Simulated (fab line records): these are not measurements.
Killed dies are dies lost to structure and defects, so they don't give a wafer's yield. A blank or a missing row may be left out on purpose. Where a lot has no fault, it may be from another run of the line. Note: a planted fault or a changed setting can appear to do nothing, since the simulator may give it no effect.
What tool caused it? -- flow n5 finfet -- Sampling: 23 lots, 69 wafers, 6 of 1938 route steps

## WHAT EACH GAUGE READ, for each wafer
N5_BEOL_M11_CD_MEAS_28: target cd 70 nm.
lot,measured,on,cd nm (nm)
L074,day 11 09:08,cd sem-01,70.7 70.0 70.0
L075,day 11 09:18,cd sem-02,70.5 70.4 70.4
L077,day 12 02:14,cd sem-03,69.9 70.2 68.8
L076,day 12 02:05,cd sem-03,69.8 70.8 71.2
L078,day 12 02:25,cd sem-01,69.9 70.5 71.1
L081,day 12 12:33,cd sem-01,69.7 69.2 68.6
L082,day 12 22:44,cd sem-02,71.0 70.3 68.8
L079,day 13 01:31,cd sem-03,69.3 70.5 69.7
L080,day 13 01:21,cd sem-01,68.8 69.9 70.2
L084,day 13 06:52,cd sem-02,68.8 67.9 67.3
L083,day 13 14:49,cd sem-03,68.7 68.1 68.5
L086,day 13 17:50,cd sem-02,69.6 71.0 69.1
L085,day 13 22:58,cd sem-01,68.6 69.5 69.8
L090,day 14 07:14,cd sem-03,68.9 70.2 70.0
L087,day 14 18:32,cd sem-01,70.8 70.0 70.8
L088,day 14 21:39,cd sem-02,72.0 70.7 70.3
L089,day 15 01:05,cd sem-01,69.6 68.6 69.0
L092,day 15 12:42,cd sem-03,68.7 69.2 67.9
L091,day 15 16:23,cd sem-01,71.2 71.3 71.2
L094,day 16 04:46,cd sem-01,70.5 70.2 70.4
L095,day 16 17:05,cd sem-02,70.5 70.4 70.9
L097,day 16 19:52,cd sem-03,70.2 69.3 71.3
L096,day 16 20:02,cd sem-03,69.4 70.3 69.7

N5_BEOL_M11_INSPECT_30: inspects for defects (brightfield).
lot,measured,on,raw defect count
L074,day 11 09:11,defect inspect-02,264 291 228
L075,day 11 09:22,defect inspect-01,329 320 447
L077,day 12 02:18,defect inspect-02,348 262 361
L076,day 12 02:08,defect inspect-01,413 449 337
L078,day 12 02:28,defect inspect-02,331 512 247
L081,day 12 12:37,defect inspect-01,274 319 263
L082,day 12 22:47,defect inspect-02,306 386 354
L079,day 13 01:35,defect inspect-01,389 426 444
L080,day 13 01:25,defect inspect-02,339 413 287
L084,day 13 06:55,defect inspect-02,406 328 343
L083,day 13 14:52,defect inspect-01,273 243 250
L086,day 13 17:54,defect inspect-01,285 431 282
L085,day 13 23:01,defect inspect-02,570 461 310
L090,day 14 07:18,defect inspect-02,378 364 326
L087,day 14 18:35,defect inspect-02,349 271 301
L088,day 14 21:42,defect inspect-01,330 282 251
L089,day 15 01:08,defect inspect-01,330 386 333
L092,day 15 12:45,defect inspect-02,443 389 242
L091,day 15 16:27,defect inspect-02,317 307 254
L094,day 16 04:49,defect inspect-02,426 478 550
L095,day 16 17:08,defect inspect-01,286 333 326
L097,day 16 19:55,defect inspect-02,324 316 321
L096,day 16 20:05,defect inspect-02,286 257 280

N5_BEOL_M11_THK_MEAS_53: measures by xrf.
lot,measured,on,M11_THK (nm)
L074,day 11 12:05,film metro-01,140 139 148
L075,day 11 13:04,film metro-01,138 138 138
L077,day 12 06:07,film metro-02,136 141 136
L076,day 12 05:50,film metro-02,134 144 143
L078,day 12 06:18,film metro-02,146 136 144
L081,day 12 17:30,film metro-01,142 141 140
L082,day 13 02:20,film metro-01,148 141 139
L079,day 13 06:44,film metro-02,140 143 136
L080,day 13 06:23,film metro-02,135 139 148
L084,day 13 10:29,film metro-02,143 150 139
L083,day 13 18:46,film metro-02,141 135 149
L086,day 13 20:58,film metro-02,137 139 134
L085,day 14 03:01,film metro-02,144 139 144
L090,day 14 11:20,film metro-01,139 146 144
L087,day 14 21:50,film metro-01,136 137 137
L088,day 15 02:29,film metro-02,136 144 147
L089,day 15 05:30,film metro-02,136 138 137
L092,day 15 15:59,film metro-01,135 137 140
L091,day 15 19:19,film metro-01,132 135 143
L094,day 16 07:41,film metro-02,139 139 139
L095,day 16 21:17,film metro-02,142 135 139
L097,day 17 00:23,film metro-01,145 138 143
L096,day 17 00:06,film metro-01,135 134 144

## WHAT TOOL EACH LOT RAN ON (gives the tool, then ch and the chambers of the sampled wafers, and finally the start)
lot,N5_BEOL_M11_HM_OPEN_17,N5_BEOL_M11_ETCH_65,N5_BEOL_M11_VIA_ETCH_34
L074,"rie metal-01 ch 0,1, day 11 06:08","rie diel-06 ch 2,3, day 11 09:16","rie diel-06 ch 2,3, day 11 09:26"
L075,"rie metal-03 ch 0,1, day 11 06:23","rie diel-04 ch 0,3, day 11 09:41","rie diel-04 ch 0,3, day 11 09:52"
L077,"rie metal-01 ch 0,1, day 12 00:35","rie diel-04 ch 1,3, day 12 02:46","rie diel-04 ch 1,3, day 12 02:57"
L076,"rie metal-02 ch 0,1, day 12 00:49","rie diel-03 ch 0,2,3, day 12 02:12","rie diel-03 ch 0,2,3, day 12 02:22"
L078,"rie metal-03 ch 0,1, day 12 00:50","rie diel-06 ch 1,2, day 12 02:52","rie diel-06 ch 1,2, day 12 03:03"
L081,"rie metal-02 ch 0,1, day 12 11:57","rie diel-04 ch 0,3, day 12 13:04","rie diel-04 ch 0,3, day 12 13:14"
L082,"rie metal-02 ch 0,1, day 12 21:03","rie diel-04 ch 0,2,3, day 12 22:59","rie diel-04 ch 0,2,3, day 12 23:09"
L079,"rie metal-03 ch 0,1, day 13 00:28","rie diel-06 ch 1,2,3, day 13 01:39","rie diel-06 ch 1,2,3, day 13 01:49"
L080,"rie metal-01 ch 0,1, day 13 00:44","rie diel-03 ch 1,2,3, day 13 01:30","rie diel-03 ch 1,2,3, day 13 01:40"
L084,"rie metal-03 ch 0,1, day 13 06:23","rie diel-03 ch 0,3, day 13 06:59","rie diel-03 ch 0,3, day 13 07:10"
L083,"rie metal-02 ch 0,1, day 13 13:22","rie diel-04 ch 1,2,3, day 13 14:56","rie diel-04 ch 1,2,3, day 13 15:07"
L086,"rie metal-02 ch 0,1, day 13 17:23","rie diel-03 ch 1,3, day 13 18:01","rie diel-03 ch 1,3, day 13 18:12"
L085,"rie metal-02 ch 0, day 13 22:19","rie diel-03 ch 0,2,3, day 13 23:05","rie diel-03 ch 0,2,3, day 13 23:15"
L090,"rie metal-01 ch 0,1, day 14 06:07","rie diel-04 ch 2,3, day 14 07:22","rie diel-04 ch 2,3, day 14 07:32"
L087,"rie metal-02 ch 0,1, day 14 13:55","rie diel-04 ch 0,1, day 14 18:41","rie diel-04 ch 0,1, day 14 18:52"
L088,"rie metal-01 ch 0,1, day 14 20:09","rie diel-03 ch 2,3, day 14 21:46","rie diel-03 ch 2,3, day 14 21:56"
L089,"rie metal-01 ch 0,1, day 14 23:47","rie diel-04 ch 0,1, day 15 01:13","rie diel-04 ch 0,1, day 15 01:23"
L092,"rie metal-02 ch 0,1, day 15 11:26","rie diel-04 ch 0,1,3, day 15 12:49","rie diel-04 ch 0,1,3, day 15 12:59"
L091,"rie metal-02 ch 0,1, day 15 14:31","rie diel-03 ch 0,1,3, day 15 16:31","rie diel-03 ch 0,1,3, day 15 16:41"
L094,"rie metal-03 ch 0,1, day 16 02:11","rie diel-04 ch 1,3, day 16 04:53","rie diel-04 ch 1,3, day 16 05:04"
L095,"rie metal-01 ch 0, day 16 15:31","rie diel-06 ch 0,1, day 16 17:12","rie diel-06 ch 0,1, day 16 17:23"
L097,"rie metal-02 ch 0,1, day 16 18:23","rie diel-03 ch 2,3, day 16 19:59","rie diel-03 ch 2,3, day 16 20:10"
L096,"rie metal-01 ch 0, day 16 18:33","rie diel-06 ch 1,3, day 16 20:11","rie diel-06 ch 1,3, day 16 20:22"
- N5_BEOL_M11_HM_OPEN_17: chemistry Cl2/BCl3, target TiN, target depth 20 nm, overetch 6 nm.
- N5_BEOL_M11_ETCH_65: etches SiARC in CF4, target depth 39 nm, time 65 s.
- N5_BEOL_M11_VIA_ETCH_34: etches SiCOH lowk in C4F6/O2, target depth 184.5 nm, time 69.2 s.

## AS READ BY THE TOOLS THEMSELVES (means over the sampled wafers that have a number; for cases with no such wafer, the mark the record gives instead)
N5_BEOL_M11_HM_OPEN_17.
lot,tool,drypump motor current A (A),mfc ar sccm (sccm),mfc cl2 sccm (sccm),oes product au (a.u.),throttle valve pct (%)
L074,rie metal-01,5.9,24.91,53.21,0.60,21.89
L075,rie metal-03,5.6,25.04,53.24,0.65,22.18
L077,rie metal-01,5.9,25.04,53.28,0.60,21.89
L076,rie metal-02,5.4,24.99,53.06,0.73,22.13
L078,rie metal-03,5.6,24.96,53.30,0.65,22.19
L081,rie metal-02,5.3,25.06,53.21,0.74,22.08
L082,rie metal-02,5.4,25.01,53.32,0.73,22.13
L079,rie metal-03,5.6,25.01,53.31,0.65,22.19
L080,rie metal-01,5.9,25.04,53.06,0.62,21.78
L084,rie metal-03,5.3,25.01,53.14,0.69,22.22
L083,rie metal-02,5.3,25.01,53.14,0.74,22.09
L086,rie metal-02,5.3,24.97,53.09,0.73,22.11
L085,rie metal-02,5.2,25.00,53.47,0.74,22.06
L090,rie metal-01,5.8,25.00,53.09,0.59,21.91
L087,rie metal-02,5.3,24.97,53.30,0.72,22.10
L088,rie metal-01,5.9,25.03,53.27,0.61,21.78
L089,rie metal-01,5.9,25.01,53.29,0.61,21.79
L092,rie metal-02,5.4,24.98,53.18,0.71,22.14
L091,rie metal-02,5.4,25.03,53.10,0.70,22.16
L094,rie metal-03,5.3,25.13,53.08,0.68,22.23
L095,rie metal-01,5.9,24.96,53.23,0.64,21.67
L097,rie metal-02,5.4,24.98,53.25,0.69,22.15
L096,rie metal-01,5.9,24.96,53.06,0.63,21.67

N5_BEOL_M11_ETCH_65.
lot,tool,drypump motor current A (A),etch rf on time s (s),mfc ar sccm (sccm),oes product au (a.u.),rf vpp V (V),showerhead plenum p Torr (Torr),throttle valve pct (%)
L074,rie diel-06,5.8,65.6,100.2,0.62,183.2,2.04,15.83
L075,rie diel-04,5.8,67.4,99.7,0.67,184.0,2.17,15.46
L077,rie diel-04,6.0,67.3,100.0,0.62,185.6,2.21,15.75
L076,rie diel-03,6.1,64.1,99.9,0.76,185.6,2.15,15.37
L078,rie diel-06,5.4,65.1,100.0,0.66,183.5,2.09,15.62
L081,rie diel-04,5.6,66.2,99.9,0.64,184.8,2.19,15.73
L082,rie diel-04,5.9,64.3,100.1,0.71,184.3,2.18,15.56
L079,rie diel-06,5.6,66.9,99.7,0.62,183.2,2.08,15.75
L080,rie diel-03,5.9,66.7,99.9,0.67,184.3,2.16,15.51
L084,rie diel-03,6.3,65.9,100.0,0.76,184.5,2.17,15.27
L083,rie diel-04,6.0,66.0,100.3,0.67,185.1,2.19,15.71
L086,rie diel-03,5.9,68.7,99.8,0.62,184.2,2.19,15.65
L085,rie diel-03,6.1,64.8,99.8,0.74,184.0,2.14,15.40
L090,rie diel-04,6.0,64.6,100.2,0.73,186.1,2.18,15.65
L087,rie diel-04,6.2,67.2,100.1,0.66,184.7,2.18,15.42
L088,rie diel-03,5.9,64.4,100.0,0.69,183.6,2.11,15.40
L089,rie diel-04,6.2,66.7,99.8,0.65,184.5,2.17,15.42
L092,rie diel-04,5.9,66.8,100.1,0.62,184.8,2.18,15.68
L091,rie diel-03,6.1,67.5,99.4,0.68,185.3,2.18,15.55
L094,rie diel-04,6.0,67.8,100.1,0.59,185.2,2.20,15.82
L095,rie diel-06,5.4,65.6,100.0,0.59,183.6,2.12,16.05
L097,rie diel-03,5.9,64.4,100.2,0.68,183.5,2.11,15.44
L096,rie diel-06,5.5,68.5,99.8,0.67,184.6,2.18,15.66

N5_BEOL_M11_VIA_ETCH_34.
lot,tool,drypump motor current A (A),mfc ar sccm (sccm),oes_f_703_au (a.u.),oes product au (a.u.),rf vpp V (V),showerhead plenum p Torr (Torr),throttle valve pct (%)
L074,rie diel-06,5.8,300.5,0.73,0.73,652,2.72,21.08
L075,rie diel-04,5.8,301.3,0.78,0.79,677,2.88,20.69
L077,rie diel-04,6.0,301.0,0.73,0.72,664,2.96,21.14
L076,rie diel-03,6.1,300.3,0.88,0.89,668,2.87,20.75
L078,rie diel-06,5.5,299.9,0.78,0.76,657,2.79,20.93
L081,rie diel-04,5.6,300.3,0.74,0.74,668,2.91,20.98
L082,rie diel-04,5.9,299.6,0.82,0.82,672,2.90,20.83
L079,rie diel-06,5.6,300.0,0.73,0.73,653,2.77,21.06
L080,rie diel-03,5.9,300.0,0.77,0.77,663,2.87,20.81
L084,rie diel-03,6.3,300.9,0.88,0.90,672,2.90,20.61
L083,rie diel-04,6.0,300.4,0.78,0.78,667,2.93,21.06
L086,rie diel-03,5.9,299.5,0.71,0.73,661,2.91,20.86
L085,rie diel-03,6.1,300.0,0.86,0.86,669,2.86,20.77
L090,rie diel-04,6.1,300.1,0.85,0.85,667,2.91,20.99
L087,rie diel-04,6.2,299.6,0.76,0.76,676,2.89,20.66
L088,rie diel-03,5.9,300.5,0.81,0.80,664,2.82,20.78
L089,rie diel-04,6.2,299.5,0.76,0.77,676,2.89,20.66
L092,rie diel-04,5.9,300.0,0.72,0.73,669,2.91,20.96
L091,rie diel-03,6.1,300.2,0.79,0.80,666,2.90,20.83
L094,rie diel-04,6.0,299.8,0.70,0.70,663,2.95,21.17
L095,rie diel-06,5.4,300.3,0.69,0.68,664,2.82,21.33
L097,rie diel-03,5.9,299.9,0.79,0.79,664,2.81,20.80
L096,rie diel-06,5.5,299.6,0.78,0.79,658,2.91,21.03

## THE ANSWER, worked out from the rows above alone
Rule: the lots themselves supply what counts as usual. The widest of any qualifying gaps counts: lots, ordered by their means at a reading, are off when they make up no more than a third of the lots, leave a main group of 4 or more, and stand apart from it by 3 or more times the standard deviation of that group's means. A main group whose means are all the same, to the digits that the tables above print for the reading, isn't used. A lot without any number at a reading at which 4 lots or more have one is off too. All remaining lots with rows at the step are treated as sound. Order of review: gauges by route order, followed by the tools' own readings, for which a lot's mean as printed above is used. At the first step where some lot is off, the reading lying furthest off is the one used; lots without a number count as furthest.
No lot is off at any reading shown: from this, nothing can be told.

## WHAT WAS PUT IN BY THE SIMULATOR
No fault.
